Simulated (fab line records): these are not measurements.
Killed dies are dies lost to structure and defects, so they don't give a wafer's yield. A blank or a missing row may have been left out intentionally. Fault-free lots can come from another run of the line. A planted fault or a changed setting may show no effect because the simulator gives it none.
Split-lot experiment ; flow n5_finfet ; on a route of 1938 steps: 7 lots, 39 wafers read

THE SPLIT
At N5_MOL_CONTACT_COAG_ALD_133 (deposits SiO2, target thk 5 nm, pulse time 1 s, co reactant pulse time 1 s), the setting ald_cycles was moved away from the recipe's 35 on 12 of the 39 wafers read, by -25.7% to +51.4%. For the rest of the wafers, this setting stayed at what the recipe calls for.

The reading comes from the split's own step.

THE READING
SiO2_of_MOL_CONTACT_COAG_ALD_133.thk_nm (the simulator's own value, which no gauge read), in nm, at N5_MOL_CONTACT_COAG_ALD_133 (deposits SiO2, target thk 5 nm, pulse time 1 s, co reactant pulse time 1 s). No usual value for it is given in the file.

wafer;tool, chamber at the split;ald_cycles as run;against the recipe;SiO2_of_MOL_CONTACT_COAG_ALD_133.thk_nm, nm;against lot-mates on the recipe
L076.1;ald_sin-04, 3,0,3;35;recipe;5;-
L076.4;ald_sin-04, 3,0,3;35;recipe;5;-
L076.6;ald_sin-04, 3,0,3;35;recipe;5;-
L076.2;ald_sin-04, 1,0,1;53;+51.4%;7.6;+2.6
L076.3;ald_sin-04, 1,0,1;53;+51.4%;7.6;+2.6
L076.5;ald_sin-04, 1,0,1;53;+51.4%;7.6;+2.6
L083.1;ald_sin-04, 3,0,1,0,3,1;35;recipe;5;-
L083.2;ald_sin-04, 3,0,1,0,3,1;35;recipe;5;-
L083.3;ald_sin-04, 3,0,1,0,3,1;35;recipe;5;-
L083.4;ald_sin-04, 3,0,1,0,3,1;35;recipe;5;-
L083.5;ald_sin-04, 3,0,1,0,3,1;35;recipe;5;-
L083.6;ald_sin-04, 3,0,1,0,3,1;35;recipe;5;-
L084.1;ald_sin-02, 1,2,0,0,2,1;35;recipe;5;-
L084.2;ald_sin-02, 1,2,0,0,2,1;35;recipe;5;-
L084.3;ald_sin-02, 1,2,0,0,2,1;35;recipe;5;-
L084.4;ald_sin-02, 1,2,0,0,2,1;35;recipe;5;-
L084.5;ald_sin-02, 1,2,0,0,2,1;35;recipe;5;-
L084.6;ald_sin-02, 1,2,0,0,2,1;35;recipe;5;-
L085.2;ald_sin-04, 1,0,3;35;recipe;5;-
L085.4;ald_sin-04, 1,0,3;35;recipe;5;-
L085.5;ald_sin-04, 1,0,3;35;recipe;5;-
L088.1;ald_sin-01, 2,0,3;35;recipe;5;-
L088.2;ald_sin-01, 2,0,3;35;recipe;5;-
L088.3;ald_sin-01, 2,0,3;35;recipe;5;-
L088.4;ald_sin-01, 1,1,2;41;+17.1%;5.8;+0.8
L088.5;ald_sin-01, 1,1,2;41;+17.1%;5.8;+0.8
L088.6;ald_sin-01, 1,1,2;41;+17.1%;5.8;+0.8
L091.1;ald_sin-04, 0,3;41;+17.1%;5.8;+0.8
L091.5;ald_sin-04, 0,3;41;+17.1%;5.8;+0.8
L091.2;ald_sin-04, 3,0,1;35;recipe;5;-
L091.4;ald_sin-04, 3,0,1;35;recipe;5;-
L091.6;ald_sin-04, 3,0,1;35;recipe;5;-
L091.3;ald_sin-04, 1;41;+17.1%;6;+1.0
L097.1;ald_sin-04, 1,3,3;26;-25.7%;3.6;-1.4
L097.2;ald_sin-04, 1,3,3;26;-25.7%;3.6;-1.4
L097.3;ald_sin-04, 1,3,3;26;-25.7%;3.6;-1.4
L097.4;ald_sin-04, 1,1,3;35;recipe;5;-
L097.5;ald_sin-04, 1,1,3;35;recipe;5;-
L097.6;ald_sin-04, 1,1,3;35;recipe;5;-
Where a row lists several chambers, the file gives one row for several wafers and doesn't say which wafer went through which chamber.

THE FIT
A straight line over all 39 wafers: SiO2_of_MOL_CONTACT_COAG_ALD_133.thk_nm changes by +0.0512 nm for each +1% of ald_cycles; r = +1.00; the points scatter about the line by 0.04 nm.
The same after taking each lot's own level away (the mean of its wafers on the recipe; 39 wafers): +0.0512 nm for each +1%; r = +1.00; scatter 0.04 nm.
On that fit, the largest move of ald_cycles shifts the reading by 2.6 nm.
The lots' own levels span 5.00 to 5.00 nm.
The two slopes agree, so the slope changes little with the lot-to-lot level.
Check: +2.62 nm against its lot-mates is what the line predicts for one of the wafers moved furthest among these (+51.4%) when that wafer is left out of the fit. It came out at +2.6 nm against them.

THESE WAFERS: OTHER SPLITS
Before the reading, these wafers also passed through other splits. Each is held against what the fit with the lots' levels taken away leaves over:
other split on the same wafers;wafers away from the commonest value;r with SiO2_of_MOL_CONTACT_COAG_ALD_133.thk_nm (lot level and that fit taken away)
N5_ZERO_LAYER_PECVD_02 time_s;15;-0.04
N5_SD_EPI_P_DEVELOP_08 develop_time_s;15;+0.03
N5_SDB_ALD_29 ald_cycles;15;-0.02

THE FILE'S OWN FIT
SiO2_of_MOL_CONTACT_COAG_ALD_133.thk_nm changes by +0.0509 nm for each +1% of ald_cycles, r = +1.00.
